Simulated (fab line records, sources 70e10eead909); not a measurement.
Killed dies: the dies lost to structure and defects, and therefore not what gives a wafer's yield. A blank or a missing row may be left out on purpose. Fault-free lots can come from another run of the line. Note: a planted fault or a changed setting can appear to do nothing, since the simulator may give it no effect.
Matching of chambers / flow nandHarc / NHARC_P_M0_PRE_CLEAN_31 on pecvd-03 has 3 sister chambers
The step time 12 s. 6 wafers are shown with their chamber, then 12 later ones without.

## WAFERS, EACH WITH ITS CHAMBER
wafer=L082.6; chamber=0; heaterPowerW (W)=570; rfFwdPowerW (W)=292.5
wafer=L089.2; chamber=2; heaterPowerW (W)=675; rfFwdPowerW (W)=292.4
wafer=L089.4; chamber=2; heaterPowerW (W)=681; rfFwdPowerW (W)=291.7
wafer=L088.2; chamber=1; heaterPowerW (W)=703; rfFwdPowerW (W)=292.5
wafer=L088.4; chamber=0; heaterPowerW (W)=564; rfFwdPowerW (W)=292.0
wafer=L088.5; chamber=1; heaterPowerW (W)=702; rfFwdPowerW (W)=290.7

## WAFERS WITH NO CHAMBER GIVEN
wafer=L090.1; heaterPowerW (W)=637; rfFwdPowerW (W)=291.6
wafer=L090.3; heaterPowerW (W)=688; rfFwdPowerW (W)=293.1
wafer=L090.4; heaterPowerW (W)=620; rfFwdPowerW (W)=292.3
wafer=L092.2; heaterPowerW (W)=676; rfFwdPowerW (W)=292.3
wafer=L092.3; heaterPowerW (W)=561; rfFwdPowerW (W)=292.7
wafer=L092.5; heaterPowerW (W)=732; rfFwdPowerW (W)=292.6
wafer=L093.2; heaterPowerW (W)=624; rfFwdPowerW (W)=294.0
wafer=L093.3; heaterPowerW (W)=686; rfFwdPowerW (W)=293.6
wafer=L093.6; heaterPowerW (W)=656; rfFwdPowerW (W)=291.7
wafer=L097.1; heaterPowerW (W)=756; rfFwdPowerW (W)=293.5
wafer=L097.3; heaterPowerW (W)=584; rfFwdPowerW (W)=293.2
wafer=L097.5; heaterPowerW (W)=585; rfFwdPowerW (W)=292.6

## WHICH CHAMBER EACH ONE RAN IN
wafer=L090.1; from the rows above=2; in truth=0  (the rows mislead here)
wafer=L090.3; from the rows above=can't be placed: 2 or 1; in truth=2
wafer=L090.4; from the rows above=can't be placed: 0 or 2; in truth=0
wafer=L092.2; from the rows above=2; in truth=2
wafer=L092.3; from the rows above=0; in truth=0
wafer=L092.5; from the rows above=1; in truth=1
wafer=L093.2; from the rows above=can't be placed: 2 or 0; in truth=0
wafer=L093.3; from the rows above=2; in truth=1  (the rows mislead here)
wafer=L093.6; from the rows above=2; in truth=2
wafer=L097.1; from the rows above=1; in truth=1
wafer=L097.3; from the rows above=0; in truth=0
wafer=L097.5; from the rows above=0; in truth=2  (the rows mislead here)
6 of 12 placed correctly. Can't be placed from these rows: 3 (the true chamber is among the candidates in 3). 3 placed wrongly.
How it was worked out, from the rows above alone: a wafer's distance from a chamber is the root of the sum, over the readings, of the square of ((its reading less the chamber's mean) divided by the reading's scatter). If the next closest chamber is less than 2 further off than the closest, the wafer can't be placed; otherwise it belongs to the closest. A chamber's mean is the mean of its shown wafers. How the scatter is found: for the shown wafers, subtract from each reading the mean of its chamber, square and add these, divide the total by (wafers less chambers), then take the root.
